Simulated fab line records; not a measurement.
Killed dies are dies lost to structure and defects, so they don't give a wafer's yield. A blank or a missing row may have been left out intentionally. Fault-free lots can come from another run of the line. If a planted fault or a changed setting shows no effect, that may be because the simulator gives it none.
Split-lot study + flow n5 finfet + 21 wafers read across 7 lots, on a route 1938 steps long

## ABOUT THE SPLIT
At N5_BEOL_M11_TRENCH_ETCH_37 (etches SiCOH lowk in C4F6/O2, target depth 148.83 nm, time 48 s), the setting time s was moved away from the recipe's 48 s on 8 of the 21 wafers read, by -22.0% to +9.1%. All remaining wafers had this setting at the recipe value.

## FROM THE SPLIT TO THE READING: what the file shows between them, 12 steps
- N5_BEOL_M11_ETCH_41: etches SiCN in CH3F/O2, target depth 42.6 nm, time 86 s
- N5_BEOL_M11_STRIP_77: strips in N2/H2, time 10 s
- N5_BEOL_M11_OCD_MEAS_38
- N5_BEOL_M11_ALD_74: deposits TaN, target thk 2 nm, pulse time 2 s, purge time 3 s (also split here: ald cycles)
- N5_BEOL_M11_SURFACE_TREAT_76
- N5_BEOL_M11_CVD_75: deposits Co from CCTBA/H2, target thk 2 nm, time 138.9 s
- N5_BEOL_M11_ECD_50: material Cu, target thk 318 nm
- N5_BEOL_M11_ANNEAL_51: time 90 s
- N5_BEOL_M11_CMP_52: polishes, stops on SiCOH lowk, t overpolish 7 s, target thk 140 nm
- N5_BEOL_M11_THK_MEAS_53: measures by xrf
- N5_BEOL_M11_PRE_CLEAN_55: time 15 s
- N5_BEOL_M11_DEP_56: deposits SiCN from 3MS/NH3, target thk 30 nm, time 10.5 s

## THE READING
Measured at N5_BEOL_M11_RS_MEAS_57 by four-point probe: M11_RS, in ohm/sq. Typical for fault-free wafers on this fab line: 0.150 ohm/sq, with standard deviation 0.0037 ohm/sq.

| wafer  | tool, chamber at the split | time s as run, s | against the recipe | M11_RS, ohm/sq | against lot-mates on the recipe |
|--------|----------------------------|------------------|--------------------|----------------|---------------------------------|
| L077.1 | rie diel-03, 1             | 48               | recipe             | 0.145          | -                               |
| L077.2 | rie diel-03, 0             | 44.57            | -7.1%              | 0.163          | +0.017                          |
| L077.3 | rie diel-03, 3             | 48               | recipe             | 0.147          | -                               |
| L078.3 | rie diel-01, 1             | 48               | recipe             | 0.150          | -                               |
| L078.4 | rie diel-01, 3             | 48               | recipe             | 0.147          | -                               |
| L078.5 | rie diel-01, 1             | 48               | recipe             | 0.151          | -                               |
| L079.2 | rie diel-02, 3             | 44.6             | -7.1%              | 0.166          | +0.012                          |
| L079.4 | rie diel-02, 0             | 44.6             | -7.1%              | 0.174          | +0.020                          |
| L079.5 | rie diel-02, 0             | 48               | recipe             | 0.154          | -                               |
| L080.3 | rie diel-02, 2             | 40.26            | -16.1%             | 0.189          | +0.036                          |
| L080.4 | rie diel-02, 1             | 40.26            | -16.1%             | 0.188          | +0.035                          |
| L080.5 | rie diel-02, 2             | 48               | recipe             | 0.153          | -                               |
| L091.4 | rie diel-03, 2             | 48               | recipe             | 0.148          | -                               |
| L091.5 | rie diel-03, 1             | 52.37            | +9.1%              | 0.135          | -0.013                          |
| L091.6 | rie diel-03, 2             | 52.37            | +9.1%              | 0.134          | -0.014                          |
| L094.2 | rie diel-03, 0,2           | 48               | recipe             | 0.148          | -                               |
| L094.3 | rie diel-03, 0,2           | 48               | recipe             | 0.144          | -                               |
| L094.4 | rie diel-03, 1             | 48               | recipe             | 0.150          | -                               |
| L095.2 | rie diel-01, 1             | 48               | recipe             | 0.148          | -                               |
| L095.3 | rie diel-01, 0             | 48               | recipe             | 0.150          | -                               |
| L095.5 | rie diel-01, 2             | 37.42            | -22.0%             | 0.198          | +0.049                          |
Where a row lists several chambers, the file gives one row for several wafers and doesn't say which wafer went through which chamber.

FIT RESULTS
A straight line over all 21 wafers: M11_RS changes by -0.00223 ohm/sq for each +1% of time s; r = -0.98; the points scatter about the line by 0.0037 ohm/sq.
The same after taking each lot's own level away (the mean of its wafers on the recipe; 21 wafers): -0.00208 ohm/sq for each +1%; r = -0.99; scatter 0.0026 ohm/sq.
The reading moves by 0.046 ohm/sq for the largest change in time s, on that fit.
Measured against the standard deviation above, the lots' own levels, which go from 0.1460 to 0.1540 ohm/sq, span 2.2 times it.
Consequently the slope shifts little with the lot-to-lot level, the two slopes agreeing.
Check: +0.0459 ohm/sq against its lot-mates is what the line predicts for one of the wafers moved furthest among these (-22.0%) when that wafer is left out of the fit. It came out at +0.049 ohm/sq against them.

## THESE WAFERS: OTHER SPLITS
Before the reading, these wafers also passed through other splits. Each is held against what the fit with the lots' levels taken away leaves over:
| other split on the same wafers | wafers away from the commonest value | r with M11_RS (lot level and that fit taken away) |
|--------------------------------|--------------------------------------|---------------------------------------------------|
| N5_BEOL_M11_COAT_63 spin rpm   | 8                                    | +0.29                                             |
| N5_BEOL_M11_ALD_74 ald cycles  | 4                                    | -0.17                                             |

## THE WHOLE CHAIN: every reading that the file lists as answering this split, in the file's order
| step                       | what it does                                                       | reading                                                                       | change (the file's fit)              | r (the file's) |
|----------------------------|--------------------------------------------------------------------|-------------------------------------------------------------------------------|--------------------------------------|----------------|
| N5_BEOL_M11_TRENCH_ETCH_37 | etches SiCOH lowk in C4F6/O2, target depth 148.83 nm, time 48 s    | etch.depth nm (the simulator's own value, which no gauge read)                | +1.47 nm for each +1% of the setting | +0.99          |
| N5_BEOL_M11_TRENCH_ETCH_37 | etches SiCOH lowk in C4F6/O2, target depth 148.83 nm, time 48 s    | BEOL_M11.feature depth nm (the simulator's own value, which no gauge read)    | +1.47 nm for each +1% of the setting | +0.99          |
| N5_BEOL_M11_OCD_MEAS_38    |                                                                    | trench depth nm                                                               | +1.53 nm for each +1% of the setting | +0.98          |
| N5_BEOL_M11_CMP_52         | polishes, stops on SiCOH lowk, t overpolish 7 s, target thk 140 nm | Cu_of_BEOL_M11_ECD_50.thk nm (the simulator's own value, which no gauge read) | +1.5 nm for each +1% of the setting  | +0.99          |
| N5_BEOL_M11_THK_MEAS_53    | measures by xrf                                                    | M11_THK                                                                       | +1.52 for each +1% of the setting    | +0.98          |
| N5_BEOL_M11_RS_MEAS_57     | measures by four-point-probe                                       | M11_RS                                                                        | -0.00218 for each +1% of the setting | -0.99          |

## FILE'S OWN FIT
M11_RS changes by -0.00218 ohm/sq for each +1% of time s, r = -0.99.
